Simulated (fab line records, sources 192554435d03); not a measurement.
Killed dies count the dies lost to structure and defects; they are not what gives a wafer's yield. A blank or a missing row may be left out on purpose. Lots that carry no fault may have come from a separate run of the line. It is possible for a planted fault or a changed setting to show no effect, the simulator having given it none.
Matching of chambers	flow n5_finfet	N5_BEOL_M4_ETCH_74 on rie_diel-01 has 4 sister chambers
The step etches underlayer in N2/H2, target depth 6.5 nm, time 5.2 s. 4 wafers are shown with their chamber, then 8 later ones without.

WAFERS PAIRED WITH THEIR CHAMBERS
wafer	chamber	showerhead_plenum_p_Torr (Torr)
L080.5	1	2.38
L082.1	3	2.61
L082.5	0	2.65
L083.1	2	2.71

WAFERS WITH NO CHAMBER GIVEN
wafer	showerhead_plenum_p_Torr (Torr)
L083.5	2.65
L083.6	2.71
L089.1	2.65
L089.5	2.70
L089.6	2.60
L090.1	2.60
L090.3	2.70
L090.5	2.70

EACH ONE'S CHAMBER
wafer	from the rows above	in truth
L083.5	0	0
L083.6	2	2
L089.1	0	0
L089.5	2	2
L089.6	3	3
L090.1	3	3
L090.3	2	2
L090.5	2	2
Correct placement for 8 of the 8. Number that these rows cannot place: 0. 0 placed wrongly.
How it was worked out, from the rows above alone: a wafer's distance from a chamber is the root of the sum, over the readings, of the square of ((its reading less the chamber's mean) divided by the reading's scatter). The wafer belongs to the nearest chamber; if the next one is less than 2 further off, it can't be placed. For every chamber, the mean is computed from those of its wafers that are shown. The scatter: root of mean squared gap, hidden wafer to nearest shown wafer, with one shown wafer a chamber.
